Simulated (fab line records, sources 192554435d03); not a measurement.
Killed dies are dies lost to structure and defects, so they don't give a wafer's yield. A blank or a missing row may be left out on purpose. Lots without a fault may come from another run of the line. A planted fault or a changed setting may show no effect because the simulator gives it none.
A struck lot beside a sound one | flow n5_finfet | 15 steps out of a route of 1938
Sound: wafers L856.4, L856.5, L856.6. Struck: wafer L863.4. (L863.2, L863.5 of the same lot were not struck and are left out.) The cause comes at the end.
At each step with rows: each side's tool, then ch and its chambers, then its first start. Under that, the readings that differ: sound wafers | struck wafers | difference of the means | sigmas: that difference in standard deviations of wafers without a fault.
alike: readings whose means differ by less than 2 such deviations, and words and numbers that are the same on both sides. not compared: withheld readings, readings that some wafer has no value for, bounds like >300 that may hide the same value, and numbers for which the record gives no deviation and whose values overlap.
The two part at a step that has a row with sigmas, a row that says differs or no value, or rows on one side only. Numbers that don't overlap but have no deviation are shown without sigmas and don't part them. A reading that every wafer of one side lacks parts them only if that side has two wafers or more.

first, 5 steps without rows for these wafers: N5_BEOL_M10_EBR_24; N5_BEOL_M10_SOFTBAKE_23 (time 60 s); N5_BEOL_M10_EXPOSE_25 (exposes mask V9); N5_BEOL_M10_PEB_26 (peb time 60 s); N5_BEOL_M10_DEVELOP_27 (develop time 30 s).
N5_BEOL_M10_CD_MEAS_28: target cd 70 nm.
  sound on cd_sem-03 ch 0, day 11 13:57; struck on cd_sem-01 ch 0, day 14 11:23
  reading    | sound          | struck | difference | sigmas
  cd_nm (nm) | 71.1 71.3 71.9 | 67.0   | -4.4       | -3
N5_BEOL_M10_OVL_MEAS_29:
  sound on overlay-02 ch 0, day 11 13:59; struck on overlay-02 ch 0, day 14 11:25
  reading     | sound       | struck | difference | sigmas
  V9_OVL (nm) | 2.4 0.6 1.0 | -0.2   | -1.5       | -2
N5_BEOL_M10_INSPECT_30: inspects for defects (brightfield).
  sound on defect_inspect-02, day 11 14:00; struck on defect_inspect-02, day 14 11:26
  alike: raw_defect_count
N5_BEOL_M10_DESCUM_33: chemistry O2, time 7.9 s.
  sound on rie_diel-02 ch 2,3, day 11 14:02; struck on rie_diel-02 ch 0, day 14 11:55
  reading                         | sound          | struck | difference | sigmas
  showerhead_plenum_p_Torr (Torr) | 1.99 2.18 1.99 | 2.22   | +0.17      | +2
  alike: drypump_motor_current_A, oes_product_au, rf_vpp_V, throttle_valve_pct
  not compared: rf_hours_counter_h
N5_BEOL_M10_ETCH_65: etches SiARC in CF4, target depth 39 nm, time 65 s.
  sound on rie_diel-02 ch 2,3, day 11 14:04; struck on rie_diel-02 ch 0, day 14 11:56
  reading                         | sound             | struck | difference | sigmas
  rf_vpp_V (V)                    | 182.2 185.3 181.8 | 186.9  | +3.8       | +3
  showerhead_plenum_p_Torr (Torr) | 2.03 2.21 2.03    | 2.22   | +0.13      | +2
  alike: bias_w, drypump_motor_current_A, etch_rf_on_time_s, oes_product_au, throttle_valve_pct
  not compared: rf_hours_counter_h
N5_BEOL_M10_ETCH_66: etches SOC in N2/H2, target depth 120 nm, overetch 24 nm, time 180 s.
  sound on rie_diel-02 ch 2,3, day 11 14:07; struck on rie_diel-02 ch 0, day 14 11:59
  reading                         | sound             | struck | difference | sigmas
  showerhead_plenum_p_Torr (Torr) | 2.42 2.66 2.42    | 2.66   | +0.16      | +2
  throttle_valve_pct (%)          | 18.34 17.90 18.34 | 17.60  | -0.59      | -3
  alike: bias_w, drypump_motor_current_A, oes_product_au, rf_vpp_V
  not compared: rf_hours_counter_h
then, 1 step without rows for these wafers: N5_BEOL_M10_STRIP_69 (strips in N2/H2).
N5_BEOL_M10_VIA_ETCH_34: etches SiCOH lowk in C4F6/O2, target depth 184.5 nm, time 69.2 s.
  sound on rie_diel-02 ch 2,3, day 11 14:14; struck on rie_diel-02 ch 0, day 14 12:07
  reading                         | sound             | struck | difference | sigmas
  bias_w (W)                      | 185.5 184.1 185.3 | 152.6  | -32.4      | -67
  rf_vpp_V (V)                    | 680 648 681       | 577    | -93        | -5
  showerhead_plenum_p_Torr (Torr) | 2.71 2.95 2.71    | 2.95   | +0.16      | +2
  throttle_valve_pct (%)          | 21.27 20.85 21.27 | 20.66  | -0.47      | -2
  model.etch.depth_nm (nm)        | 182.5 191.7 182.7 | 179.9  | -5.7       |
  alike: drypump_motor_current_A, oes_product_au
  not compared: rf_hours_counter_h
then, 1 step without rows for these wafers: N5_BEOL_M10_STRIP_73 (strips in C4F6/O2).
N5_PASSIVATION_PROBE_49:
  the record has rows for the sound wafers here (prober-02, day 13 17:07) and none for the struck ones

WHERE THEY PART
First at N5_BEOL_M10_CD_MEAS_28; last, within this record, at N5_PASSIVATION_PROBE_49.

WHY: what the simulator had put in
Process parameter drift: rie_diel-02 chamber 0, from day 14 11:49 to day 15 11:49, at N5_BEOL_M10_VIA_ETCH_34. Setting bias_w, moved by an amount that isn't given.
